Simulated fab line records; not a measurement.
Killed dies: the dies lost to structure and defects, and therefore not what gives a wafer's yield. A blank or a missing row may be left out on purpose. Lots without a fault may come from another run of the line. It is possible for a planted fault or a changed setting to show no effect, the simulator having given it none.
Which tool was responsible? | flow n5 finfet | 17 wafers from 6 lots sampled at 4 of the route's 1938 steps

WHAT EACH GAUGE READ, for each wafer
N5_PASSIVATION_OVL_MEAS_60.
lot  | measured     | on         | TV_OVL (nm)
L881 | day 13 16:51 | overlay-02 | -3 -1 0
L884 | day 14 12:01 | overlay-02 | -5 -8 -3
L886 | day 14 16:17 | overlay-01 | -3 -3
L894 | day 17 06:27 | overlay-02 | -6 -1 1
L899 | day 18 14:10 | overlay-02 | -2 -9 -9
L902 | day 19 18:54 | overlay-01 | -5 0 -7

EACH LOT AND THE TOOL THAT RAN IT (in order: tool; ch and the chambers of the sampled wafers; start)
lot  | N5_BEOL_M3_HM_STRIP_39              | N5_PASSIVATION_PECVD_00         | N5_MIM_TOP_SPUTTER_03
L881 | wet bench-04 ch 4,6,7, day 7 16:38  | pecvd-04 ch 0,1, day 13 11:49   | pvd sputter-03, day 13 13:20
L884 | wet bench-04 ch 0,5,7, day 8 22:01  | pecvd-03 ch 0,1,2, day 14 06:47 | pvd sputter-03, day 14 08:32
L886 | wet bench-02 ch 0,6, day 10 02:20   | pecvd-03 ch 0,2, day 14 07:55   | pvd sputter-01, day 14 11:46
L894 | wet bench-02 ch 0,2,6, day 12 03:54 | pecvd-04 ch 0,2, day 16 22:14   | pvd sputter-01, day 17 00:58
L899 | wet bench-04 ch 0,5,6, day 12 19:25 | pecvd-04 ch 1,2, day 18 05:42   | pvd sputter-03, day 18 07:52
L902 | wet bench-04 ch 4,5,7, day 14 02:50 | pecvd-04 ch 0,1, day 19 11:59   | pvd sputter-01, day 19 15:47
- N5_BEOL_M3_HM_STRIP_39: strips TiN in peroxide tin strip, target depth 25 nm, time 158 s.
- N5_PASSIVATION_PECVD_00: deposits SiO2 from SiH4/N2O, target thk 200 nm, time 11.2 s.
- N5_MIM_TOP_SPUTTER_03: material TiN, target thk 35 nm, time 89.7 s.

THE ANSWER, worked out from the rows above alone
Rule: the usual values come from the lots themselves. The widest of any qualifying gaps counts: lots, ordered by their means at a reading, are off when they make up no more than a third of the lots, leave a main group of 4 or more, and stand apart from it by 3 or more times the standard deviation of that group's means. A main group is skipped when, at the precision printed for the reading in the tables above, its means are all equal. Also off: a lot with no number at a reading for which 4 or more lots have one. Any other lot the step has rows for is counted as sound.
No lot is off on any of the readings shown, so nothing can be concluded from this.

WHAT HAD BEEN PUT IN BY THE SIMULATOR
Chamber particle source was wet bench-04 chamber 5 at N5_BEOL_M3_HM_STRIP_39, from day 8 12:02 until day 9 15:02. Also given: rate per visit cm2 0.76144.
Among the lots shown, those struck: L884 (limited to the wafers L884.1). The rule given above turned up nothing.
